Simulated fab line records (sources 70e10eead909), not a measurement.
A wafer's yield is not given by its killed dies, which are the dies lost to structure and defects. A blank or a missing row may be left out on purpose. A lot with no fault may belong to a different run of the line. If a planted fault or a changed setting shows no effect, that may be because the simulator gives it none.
fab line records | flow nand_harc
record lots=13 | wafers=39 | last_day=24
route steps=1159 shown A_CONTACT@858 THIN_TSV@1128 END@1159
lots with no fault: from the same line, run without faults
start_h: the number of hours between the record's first day and the start of the first shown wafer of the lot | wait_h: how many hours have passed since the lot's step before this one | " the same as in the row above | L1.1+2: several wafers, shown together as one row | - value missing, or start not given | * or withheld: withheld | < > ~ a bound
route shown NAME@n: a module of which the file shows steps, and the number in the route of the first | usual: average and standard deviation across the fault-free wafers | same: alike in all rows | chamber/n: place in a boat | sites: readings site by site | _std_site: the values' standard deviation | _edge_site: outer sites' mean less inner sites' | radius_mm: how far each site lies from the wafer's centre | mask NAME#n: copy n | behind: the last tool/chamber to shape the wafer | hold: cause of the lot's hold/its duration in hours/its outcome | device: the transistor (n, p or np) that didn't switch | end of line: the same wafers' tests at the end of the route | step lacking rows: just its recipe | killed: count of dies lost to structure and defects at first sort (not the wafer's yield) | map: a wafer's dies, x killed, . not, _ none there
set.NAME: the run value of the setting; set.NAME@STEP: its run value at that earlier step | model.NAME: the simulator's own value behind a step, which no gauge read
a sample of lots followed through the steps of the route, with each step as a table and each wafer as a row
services: the hour from which a tool's chamber was out of use, counted from the record's first day as start_h (under 0 if before that day), plus the number of hours and why
## steps
# step NHARC_A_CONTACT_ETCH_48
# recipe target_depth_a=390 | over_etch_frac=0.3 | time_s=65 | ion_energy_ev=80 | cf4_flow_sccm=150 | ar_flow_sccm=0 | rf_w=300 | bias_w=100 | chemistry=CF4
# usual bias_w=100.01/0.29 | drypump_motor_current_A=5.8/0.48 | oes_product_au=1.002/0.011 | rf_vpp_V=151.0/1.3 | showerhead_plenum_p_Torr=1.75/0.079 | throttle_valve_pct=13.284/0.0085
lot.wafer | tool        | chamber | start_h | wait_h | bias_w | drypump_motor_current_A | oes_product_au | rf_hours_counter_h | rf_vpp_V | showerhead_plenum_p_Torr | throttle_valve_pct
L575.2    | rie_diel-08 | 2       | 366.99  | 0.1    | 100.25 | 4.9                     | 1.008          | 11                 | 152.3    | 1.87                     | 13.269
L575.4    | "           | 0       | "       | "      | 99.83  | 6.3                     | 1.012          | 9                  | 150.4    | 1.71                     | 13.291
L575.5    | "           | 3       | "       | "      | 99.63  | 6.2                     | 1.022          | -                  | 150.0    | 1.69                     | 13.290
L576.2    | rie_diel-08 | 3       | 369.74  | 0.1    | 100.36 | 6.2                     | 1.010          | 7                  | 150.6    | 1.69                     | 13.279
L576.3    | "           | 0       | "       | "      | 99.99  | 6.3                     | 1.012          | 10                 | 151.0    | 1.71                     | 13.293
L576.6    | "           | 3       | "       | "      | 100.07 | 6.2                     | 1.007          | -                  | 151.3    | 1.69                     | 13.279
L579.1    | rie_diel-08 | 0       | 385.18  | 0.1    | 100.00 | 6.3                     | 1.019          | 13                 | 151.5    | 1.71                     | 13.286
L579.4    | "           | 0       | "       | "      | 100.43 | 6.3                     | 1.013          | -                  | 150.5    | 1.71                     | 13.293
L579.5    | "           | 1       | "       | "      | 100.25 | 6.1                     | 0.994          | -                  | 151.0    | 1.73                     | 13.280
L578.3    | rie_diel-08 | 3       | 390.14  | 0.1    | 99.73  | 6.2                     | 1.007          | 11                 | 149.4    | 1.69                     | 13.281
L578.1    | "           | 0       | "       | "      | 100.09 | 6.3                     | 0.994          | 14                 | 152.3    | 1.71                     | 13.280
L578.4    | "           | 2       | "       | "      | 100.03 | 4.9                     | 1.012          | 15                 | 152.5    | 1.87                     | 13.283
L580.2    | rie_diel-04 | 1       | 395.27  | 0.1    | 99.54  | 5.5                     | 1.006          | 34                 | 151.7    | 1.74                     | 13.278
L580.5    | "           | 2       | "       | "      | 100.64 | 5.6                     | 1.002          | -                  | 153.9    | 1.88                     | 13.293
L580.6    | "           | 3       | "       | "      | 99.78  | 6.0                     | 0.991          | -                  | 151.2    | 1.81                     | 13.287
L581.4    | rie_diel-08 | 3       | 406.72  | 0.1    | 100.57 | 6.2                     | 1.007          | 14                 | 150.0    | 1.69                     | 13.276
L581.2    | "           | 1       | "       | "      | 99.72  | 6.1                     | 0.986          | 20                 | 152.3    | 1.73                     | 13.293
L581.6    | "           | 2       | "       | "      | 100.41 | 4.9                     | 1.007          | -                  | 152.8    | 1.86                     | 13.272
L582.2    | rie_diel-08 | 0       | 420.45  | 0.1    | 100.17 | 6.2                     | 1.001          | 18                 | 150.8    | 1.71                     | 13.292
L582.1    | "           | 1       | "       | "      | 100.59 | 6.1                     | 0.977          | 22                 | 149.8    | 1.73                     | 13.272
L582.6    | "           | 3       | "       | "      | 99.99  | 6.2                     | 1.004          | -                  | 151.5    | 1.69                     | 13.295
L584.4    | rie_diel-08 | 1       | 423.73  | 0.1    | 99.51  | 6.2                     | 0.985          | 23                 | 152.8    | 1.73                     | 13.298
L584.3    | "           | 2       | "       | "      | 100.16 | 4.9                     | 1.007          | 20                 | 153.3    | 1.86                     | 13.284
L584.1    | "           | 0       | "       | "      | 99.81  | 6.3                     | 1.013          | 19                 | 149.6    | 1.71                     | 13.289
L588.1    | rie_diel-08 | 0       | 434.29  | 0.1    | 100.29 | 6.3                     | 1.017          | 20                 | 149.8    | 1.71                     | 13.292
L588.3    | "           | 2       | "       | "      | 100.65 | 4.9                     | 1.002          | 22                 | 153.8    | 1.86                     | 13.280
L588.6    | "           | 3       | "       | "      | 99.61  | 6.2                     | 1.015          | -                  | 151.6    | 1.69                     | 13.286
L589.3    | rie_diel-08 | 1       | 448.52  | 0.1    | 100.19 | 6.1                     | 0.994          | 27                 | 151.0    | 1.72                     | 13.274
L589.5    | "           | 1       | "       | "      | 100.24 | 6.2                     | 0.986          | -                  | 150.0    | 1.72                     | 13.270
L589.6    | "           | 2       | "       | "      | 100.22 | 4.9                     | 1.001          | -                  | 153.1    | 1.86                     | 13.292
L585.1    | rie_diel-06 | 1       | 448.83  | 0.1    | 99.71  | 6.2                     | 1.001          | 9                  | 152.1    | 1.66                     | 13.278
L585.2    | "           | 3       | "       | "      | 99.94  | 5.7                     | 1.010          | 9                  | 151.0    | 1.81                     | 13.275
L585.3    | "           | 0       | "       | "      | 99.70  | 5.6                     | 1.003          | 8                  | 152.9    | 1.91                     | 13.289
L594.1    | rie_diel-08 | 3       | 488.02  | 0.1    | 100.13 | 6.2                     | 1.011          | 0                  | 149.4    | 1.69                     | 13.273
L594.3    | "           | 2       | "       | "      | 100.12 | 4.9                     | 0.999          | 0                  | 152.9    | 1.86                     | 13.289
L594.6    | "           | 0       | "       | "      | 99.96  | 6.3                     | 1.028          | -                  | 149.6    | 1.70                     | 13.284
L597.1    | rie_diel-08 | 2       | 502.74  | 0.1    | 100.19 | 4.9                     | 1.016          | 1                  | 151.6    | 1.86                     | 13.266
L597.2    | "           | 3       | "       | "      | 100.19 | 6.2                     | 0.995          | 2                  | 150.7    | 1.69                     | 13.289
L597.6    | "           | 3       | "       | "      | 99.88  | 6.2                     | 1.007          | -                  | 148.9    | 1.69                     | 13.281
# step NHARC_THIN_TSV_PRE_CLEAN_50
# recipe time_s=30 | temp_c=280 | gas=H2/He
# usual heater_power_w=425/43
lot.wafer | tool           | chamber | start_h | wait_h | heater_power_w
L576.2    | pvd_sputter-02 | -       | -       | -      | 398
L576.3    | "              | -       | "       | "      | 377
L576.6    | "              | -       | "       | "      | 409
L575.2    | pvd_sputter-03 | -       | -       | -      | 400
L575.4    | "              | -       | "       | "      | 488
L575.5    | "              | -       | "       | "      | 355
L579.4    | pvd_sputter-02 | -       | -       | -      | 379
L579.1    | "              | -       | "       | "      | 403
L579.5    | "              | -       | "       | "      | 413
L578.3    | pvd_sputter-01 | -       | -       | -      | 375
L578.4    | "              | -       | "       | "      | 491
L578.1    | "              | -       | "       | "      | 433
L580.2    | pvd_sputter-01 | -       | -       | -      | 488
L580.5    | "              | -       | "       | "      | 482
L580.6    | "              | -       | "       | "      | 405
L581.4    | pvd_sputter-02 | -       | -       | -      | 402
L581.2    | "              | -       | "       | "      | 376
L581.6    | "              | -       | "       | "      | 414
L582.2    | pvd_sputter-03 | -       | -       | -      | 464
L582.1    | "              | -       | "       | "      | 457
L582.6    | "              | -       | "       | "      | 405
L584.4    | pvd_sputter-03 | -       | -       | -      | 457
L584.1    | "              | -       | "       | "      | 476
L584.3    | "              | -       | "       | "      | 377
L588.3    | pvd_sputter-03 | -       | -       | -      | 377
L588.1    | "              | -       | "       | "      | 381
L588.6    | "              | -       | "       | "      | 375
L589.3    | pvd_sputter-01 | -       | -       | -      | 483
L589.6    | "              | -       | "       | "      | 373
L589.5    | "              | -       | "       | "      | 486
L585.3    | pvd_sputter-03 | -       | -       | -      | 472
L585.2    | "              | -       | "       | "      | 392
L585.1    | "              | -       | "       | "      | 377
L594.3    | pvd_sputter-03 | -       | -       | -      | 373
L594.1    | "              | -       | "       | "      | 388
L594.6    | "              | -       | "       | "      | 479
L597.2    | pvd_sputter-02 | -       | -       | -      | 414
L597.1    | "              | -       | "       | "      | 401
L597.6    | "              | -       | "       | "      | 413
# step NHARC_THIN_TSV_DEGAS_53
# recipe temp_c=300 | time_s=60
# usual heater_power_w=480/49
lot.wafer | tool           | chamber | start_h | wait_h | heater_power_w
L576.3    | pvd_sputter-03 | -       | 433.34  | 0.1    | 451
L576.2    | "              | -       | "       | "      | 393
L576.6    | "              | -       | "       | "      | 392
L575.2    | pvd_sputter-02 | -       | 437.04  | 0.1    | 462
L575.4    | "              | -       | "       | "      | 447
L575.5    | "              | -       | "       | "      | 447
L579.1    | pvd_sputter-03 | -       | 441.96  | 0.1    | 542
L579.4    | "              | -       | "       | "      | 550
L579.5    | "              | -       | "       | "      | 402
L578.4    | pvd_sputter-02 | -       | 455.59  | 0.1    | 454
L578.1    | "              | -       | "       | "      | 564
L578.3    | "              | -       | "       | "      | 428
L580.2    | pvd_sputter-02 | -       | 456.84  | 0.1    | 569
L580.6    | "              | -       | "       | "      | 477
L580.5    | "              | -       | "       | "      | 467
L581.4    | pvd_sputter-01 | -       | 465.28  | 0.1    | 500
L581.2    | "              | -       | "       | "      | 560
L581.6    | "              | -       | "       | "      | 423
L582.2    | pvd_sputter-01 | -       | 479.72  | 0.1    | 502
L582.1    | "              | -       | "       | "      | 555
L582.6    | "              | -       | "       | "      | 430
L584.4    | pvd_sputter-03 | -       | 484.77  | 0.1    | 523
L584.3    | "              | -       | "       | "      | 523
L584.1    | "              | -       | "       | "      | 443
L588.3    | pvd_sputter-02 | -       | 492.33  | 0.1    | 434
L588.1    | "              | -       | "       | "      | 460
L588.6    | "              | -       | "       | "      | 440
L589.3    | pvd_sputter-02 | -       | 507.24  | 0.1    | 577
L589.5    | "              | -       | "       | "      | 467
L589.6    | "              | -       | "       | "      | 470
L585.2    | pvd_sputter-02 | -       | 508.06  | 0.1    | 431
L585.1    | "              | -       | "       | "      | 467
L585.3    | "              | -       | "       | "      | 569
L594.1    | pvd_sputter-03 | -       | 546.21  | 0.1    | 431
L594.3    | "              | -       | "       | "      | 528
L594.6    | "              | -       | "       | "      | 445
L597.2    | pvd_sputter-02 | -       | 559.82  | 0.1    | 572
L597.1    | "              | -       | "       | "      | 469
L597.6    | "              | -       | "       | "      | 457
# step NHARC_THIN_TSV_CD_MEAS_37
# usual cd_nm=5001/3.2
lot.wafer | tool      | chamber | start_h | wait_h | cd_nm
L576.2    | cd_sem-02 | -       | 435.82  | -      | 5001
L576.3    | "         | -       | "       | "      | 4993
L576.6    | "         | -       | "       | "      | 5004
L575.2    | cd_sem-01 | -       | 439.93  | -      | 5007
L575.4    | "         | -       | "       | "      | 5005
L575.5    | "         | -       | "       | "      | 5003
L579.1    | cd_sem-01 | -       | 444.67  | -      | 4997
L579.4    | "         | -       | "       | "      | 4997
L579.5    | "         | -       | "       | "      | 4997
L578.1    | cd_sem-03 | -       | 458.38  | -      | 5001
L578.3    | "         | -       | "       | "      | 4997
L578.4    | "         | -       | "       | "      | 4998
L580.2    | cd_sem-01 | -       | 459.40  | -      | 5004
L580.5    | "         | -       | "       | "      | 5002
L580.6    | "         | -       | "       | "      | 5002
L581.2    | cd_sem-03 | -       | 467.74  | -      | 5002
L581.4    | "         | -       | "       | "      | 5001
L581.6    | "         | -       | "       | "      | 4998
L582.1    | cd_sem-02 | -       | 482.38  | -      | 5000
L582.2    | "         | -       | "       | "      | 4995
L582.6    | "         | -       | "       | "      | 5001
L584.1    | cd_sem-02 | -       | 487.37  | -      | 5001
L584.3    | "         | -       | "       | "      | 5005
L584.4    | "         | -       | "       | "      | 4996
L588.1    | cd_sem-02 | -       | 494.80  | -      | 5000
L588.3    | "         | -       | "       | "      | 4999
L588.6    | "         | -       | "       | "      | 4997
L589.3    | cd_sem-02 | -       | 509.81  | -      | 5003
L589.5    | "         | -       | "       | "      | 5002
L589.6    | "         | -       | "       | "      | 5000
L585.1    | cd_sem-01 | -       | 510.65  | -      | 5003
L585.2    | "         | -       | "       | "      | 4999
L585.3    | "         | -       | "       | "      | 5000
L594.1    | cd_sem-03 | -       | 548.80  | -      | 5000
L594.3    | "         | -       | "       | "      | 5000
L594.6    | "         | -       | "       | "      | 4999
L597.1    | cd_sem-03 | -       | 562.40  | -      | 5001
L597.2    | "         | -       | "       | "      | 5001
L597.6    | "         | -       | "       | "      | 5002
# step NHARC_END_SORT_01
# recipe temp_c=25
# usual killed_at_array=28/11 | killed_at_other=0.7/1.1 | killed_at_periphery=2.9/2 | killed_dies=32/11 | killed_open=3.2/1.8 | killed_short=2.0/1.4
# same gross_dies=677
lot.wafer | tool      | chamber | start_h | wait_h | killed_at_array | killed_at_other | killed_at_periphery | killed_dies | killed_open | killed_short
L585.1    | prober-02 | 0       | 517.75  | 2.5    | 30              | 2               | 4                   | 36          | 3           | 2
L585.2    | prober-02 | 0       | 518.54  | 2.8    | 24              | 2               | 3                   | 29          | 3           | 1
L585.3    | prober-02 | 0       | 519.34  | 3.1    | 36              | 4               | 4                   | 44          | 3           | 1
L594.1    | prober-01 | 0       | 556.03  | 2.5    | 57              | 1               | 4                   | 62          | 2           | 4
L594.3    | prober-01 | 0       | 557.64  | 3.1    | 130             | 0               | 7                   | 137         | 3           | 1
L594.6    | prober-01 | 0       | 560.06  | 4.0    | 50              | 0               | 8                   | 58          | 6           | 5
L597.1    | prober-02 | 0       | 569.85  | 2.5    | 102             | 0               | 2                   | 104         | 2           | 0
L597.2    | prober-02 | 0       | 570.65  | 2.8    | 14              | 0               | 7                   | 21          | 4           | 3
L597.6    | prober-02 | 0       | 573.85  | 4.0    | 14              | 1               | 7                   | 22          | 2           | 2
# killed by level:class
L585.1 A_SLIT:chamber_film_flake=12 A_CONTACT:chamber_film_flake=7 A_CHANNEL_HOLE_D1:chamber_film_flake=5 A_ZERO_WELL:chamber_film_flake=3 P_M0:geometric_particle:short=1 A_SOURCE_PLATE:geometric_particle:short=1 A_CONTACT:geometric_particle:open=1 A_M0:geometric_particle:open=1
L585.2 A_SLIT:chamber_film_flake=8 A_CHANNEL_HOLE_D1:chamber_film_flake=6 A_M0:geometric_particle:open=2 A_CONTACT:chamber_film_flake=2 THIN_TSV:chamber_film_flake=2 A_WL_FILL:geometric_particle:short=1 A_CONTACT:geometric_particle:open=1 P_GATE:chamber_film_flake=1
L585.3 A_SLIT:chamber_film_flake=17 A_CHANNEL_HOLE_D1:chamber_film_flake=10 A_CONTACT:chamber_film_flake=4 THIN_TSV:chamber_film_flake=4 P_GATE:chamber_film_flake=2 P_CONTACT:geometric_particle:open=1 A_WL_FILL:geometric_particle:open=1 A_WL_FILL:geometric_particle:short=1
L594.1 A_CHANNEL_HOLE_D1:chamber_film_flake=24 A_SLIT:chamber_film_flake=18 A_CONTACT:chamber_film_flake=9 A_CONTACT:geometric_particle:open=2 P_GATE:chamber_film_flake=2 P_GATE:geometric_particle:short=1 A_ONON_D1:geometric_particle:short=1 A_CONTACT:geometric_particle:short=1
L594.3 A_CONTACT:unspecified=83 A_CHANNEL_HOLE_D1:chamber_film_flake=20 A_SLIT:chamber_film_flake=17 A_CONTACT:chamber_film_flake=7 P_M0:chamber_film_flake=3 P_GATE:chamber_film_flake=2 P_M0:geometric_particle:open=1 A_SGD_CUT:geometric_particle:short=1
L594.6 A_CHANNEL_HOLE_D1:chamber_film_flake=19 A_SLIT:chamber_film_flake=12 A_CONTACT:chamber_film_flake=11 P_M0:chamber_film_flake=4 A_CONTACT:geometric_particle:open=2 A_M0:geometric_particle:short=2 P_STI:geometric_particle:short=1 P_GATE:geometric_particle:open=1
L597.1 A_CONTACT:unspecified=89 A_CONTACT:chamber_film_flake=6 A_CHANNEL_HOLE_D1:chamber_film_flake=3 A_WL_FILL:chamber_film_flake=3 P_M0:geometric_particle:open=1 A_CONTACT:geometric_particle:open=1 P_GATE:chamber_film_flake=1
L597.2 A_WL_FILL:chamber_film_flake=5 P_ZERO_WELL:chamber_film_flake=3 A_CHANNEL_HOLE_D1:chamber_film_flake=3 A_CONTACT:chamber_film_flake=2 P_M0:geometric_particle:open=1 P_M0:geometric_particle:short=1 P_M2:geometric_particle:open=1 A_ONON_D1:geometric_particle:open=1
L597.6 A_CHANNEL_HOLE_D1:chamber_film_flake=7 P_GATE:chamber_film_flake=3 P_ZERO_WELL:chamber_film_flake=2 A_WL_FILL:chamber_film_flake=2 A_CHANNEL_FILL_D1:geometric_particle:short=1 A_CONTACT:geometric_particle:short=1 A_BLC:geometric_particle:open=1 STARTING-WAFER:geometric_particle:open=1
## services
tool           | chamber | start_h | hours | kind
rie_diel-08    | 0       | 346.69  | 9.6   | repair
rie_diel-08    | 0       | 359.86  | -     | clean
rie_diel-08    | 1       | 359.86  | -     | clean
rie_diel-08    | 2       | 359.86  | -     | clean
rie_diel-08    | 3       | 359.86  | -     | clean
pvd_sputter-03 | -       | 373.09  | 3.2   | repair
rie_diel-08    | 0       | 384.36  | -     | clean
rie_diel-08    | 1       | 384.36  | -     | clean
rie_diel-08    | 2       | 384.74  | 5.2   | repair
pvd_sputter-02 | -       | 385.61  | 10.0  | repair
pvd_sputter-03 | -       | 418.19  | 5.3   | repair
rie_diel-04    | 3       | 419.08  | 20.6  | repair
rie_diel-06    | -       | 419.80  | 9.0   | pm
pvd_sputter-03 | -       | 431.64  | 1.4   | repair
pvd_sputter-03 | -       | 458.00  | 10.0  | pm
rie_diel-04    | -       | 466.31  | 9.0   | pm
rie_diel-06    | 1       | 467.15  | 1.4   | repair
rie_diel-08    | -       | 478.86  | 9.0   | pm
rie_diel-06    | 1       | 498.91  | 4.0   | repair
rie_diel-08    | -       | 504.61  | 0.9   | repair
rie_diel-08    | 1       | 510.47  | 3.5   | repair
pvd_sputter-01 | -       | 514.05  | 10.0  | pm
rie_diel-08    | 1       | 539.98  | 9.6   | repair
pvd_sputter-03 | -       | 547.26  | 8.7   | repair
## key
first_sign step=NHARC_END_SORT_01 | reading=killed_at_array | direction=up | sigmas=8 | usual=28 | struck=116
effect step=NHARC_END_SORT_01 | reading=killed_dies | direction=up | sigmas=7.8 | usual=32 | struck=120
more_kills_born_at NHARC_A_CONTACT_ETCH_48@rie_diel-08=169
met_at NHARC_A_CONTACT_ETCH_48
struck_lots L594,L597
struck_wafers L594.3,L597.1
tester_left_out L594,L597
not_acting_at NHARC_THIN_TSV_PRE_CLEAN_50,NHARC_THIN_TSV_DEGAS_53,NHARC_THIN_TSV_CD_MEAS_37
onset_between 448.52 488.02
fault kind=chamber_particle_source | tool=rie_diel-08 | chamber=2 | onset_h=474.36 | steps=NHARC_A_CONTACT_ETCH_48 | rate_per_visit_cm2=0.80955 | end_h=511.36
# tester_left_out: of these lots the tester's yield and bins aren't shown, on N5 and GAA mostly nor the transistor test; their killed dies are dies lost to structure and defects alone, not to doping, threshold or leakage, so they don't give the yield
